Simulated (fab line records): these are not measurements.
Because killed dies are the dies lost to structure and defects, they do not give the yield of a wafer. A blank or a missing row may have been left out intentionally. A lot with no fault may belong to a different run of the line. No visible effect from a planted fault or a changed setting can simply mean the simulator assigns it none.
Which tool did it? ; flow n5_finfet ; 12 lots, 36 wafers sampled, at 5 steps of a route of 1938

== WHAT THE GAUGES READ, wafer by wafer ==
N5_BEOL_M0_INSPECT_127: inspects for defects (darkfield).
lot;measured;on;raw_defect_count
L075;day 6 11:57;defect_inspect-01;65 70 62
L077;day 6 22:58;defect_inspect-01;70 54 63
L079;day 7 08:55;defect_inspect-01;115 120 143
L081;day 7 20:47;defect_inspect-02;39 89 45
L083;day 8 09:19;defect_inspect-02;78 82 94
L085;day 8 23:08;defect_inspect-01;70 59 117
L087;day 9 07:05;defect_inspect-02;57 52 67
L089;day 9 20:40;defect_inspect-01;43 36 38
L091;day 10 08:31;defect_inspect-02;48 58 75
L093;day 10 19:17;defect_inspect-01;85 62 55
L095;day 11 09:33;defect_inspect-02;94 62 98
L097;day 11 18:15;defect_inspect-01;47 59 42

== WHAT TOOL EACH LOT RAN ON (gives the tool, then ch and the chambers of the sampled wafers, and finally the start) ==
lot;N5_BEOL_M0_CUTY_ETCH_63;N5_BEOL_M0_HM_OPEN_105;N5_BEOL_M0_SPUTTER_141;N5_BEOL_M0_DEP_125
L075;rie_diel-06 ch 2,3, day 6 04:08;rie_metal-01 ch 0,1, day 6 07:06;pvd_sputter-01, day 6 09:48;pecvd-03 ch 1,2, day 6 11:52
L077;rie_diel-02 ch 1,3, day 6 15:33;rie_metal-02 ch 0,1, day 6 19:53;pvd_sputter-02, day 6 21:54;pecvd-03 ch 1,2, day 6 22:53
L079;rie_diel-06 ch 1,2,3, day 7 02:10;rie_metal-01 ch 0,1, day 7 05:17;pvd_sputter-01, day 7 07:35;pecvd-03 ch 1,2, day 7 08:50
L081;rie_diel-03 ch 0,1,3, day 7 13:48;rie_metal-03 ch 1, day 7 16:15;pvd_sputter-03, day 7 19:08;pecvd-01 ch 0,2, day 7 20:41
L083;rie_diel-03 ch 2,3, day 8 02:30;rie_metal-01 ch 0,1, day 8 05:44;pvd_sputter-02, day 8 08:15;pecvd-03 ch 0,1, day 8 09:14
L085;rie_diel-02 ch 1,2,3, day 8 14:22;rie_metal-01 ch 0,1, day 8 17:40;pvd_sputter-01, day 8 21:57;pecvd-03 ch 0,1,2, day 8 23:03
L087;rie_diel-02 ch 0,1,2, day 9 03:26;rie_metal-03 ch 0,1, day 9 03:44;pvd_sputter-02, day 9 06:00;pecvd-02 ch 1,2, day 9 06:59
L089;rie_diel-03 ch 1,2,3, day 9 14:03;rie_metal-01 ch 0,1, day 9 16:00;pvd_sputter-01, day 9 19:32;pecvd-01 ch 0,1, day 9 20:33
L091;rie_diel-06 ch 2,3, day 10 00:35;rie_metal-03 ch 0,1, day 10 03:42;pvd_sputter-01, day 10 07:23;pecvd-03 ch 0,2, day 10 08:26
L093;rie_diel-02 ch 0,1,3, day 10 10:58;rie_metal-03 ch 0,1, day 10 14:47;pvd_sputter-03, day 10 18:10;pecvd-03 ch 0,2, day 10 19:11
L095;rie_diel-06 ch 1,2,3, day 10 21:49;rie_metal-03 ch 0,1, day 11 04:29;pvd_sputter-03, day 11 08:26;pecvd-02 ch 0,1,2, day 11 09:28
L097;rie_diel-02 ch 0,1,3, day 11 12:53;rie_metal-01 ch 0,1, day 11 14:28;pvd_sputter-02, day 11 16:34;pecvd-02 ch 1,2, day 11 18:09
- N5_BEOL_M0_CUTY_ETCH_63: etches SOC in N2/H2, target depth 82.7 nm, overetch 16.5 nm, time 124 s.
- N5_BEOL_M0_HM_OPEN_105: chemistry Cl2/BCl3, target TiN, target depth 12 nm.
- N5_BEOL_M0_SPUTTER_141: material Cu, target thk 4 nm, time 7.37 s.
- N5_BEOL_M0_DEP_125: deposits SiCN from 3MS/NH3, target thk 8 nm, time 14 s.

== THE ANSWER, worked out from the rows above alone ==
Rule: the lots themselves supply what counts as usual. The widest of any qualifying gaps counts: lots, ordered by their means at a reading, are off when they make up no more than a third of the lots, leave a main group of 4 or more, and stand apart from it by 3 or more times the standard deviation of that group's means. If all means in a main group match to the digits the tables above print for the reading, that group is not used. Also off: a lot with no number at a reading for which 4 or more lots have one. Any other lot the step has rows for is counted as sound.
No lot is off on any of the readings shown, so nothing can be concluded from this.

== WHAT WAS PUT IN BY THE SIMULATOR ==
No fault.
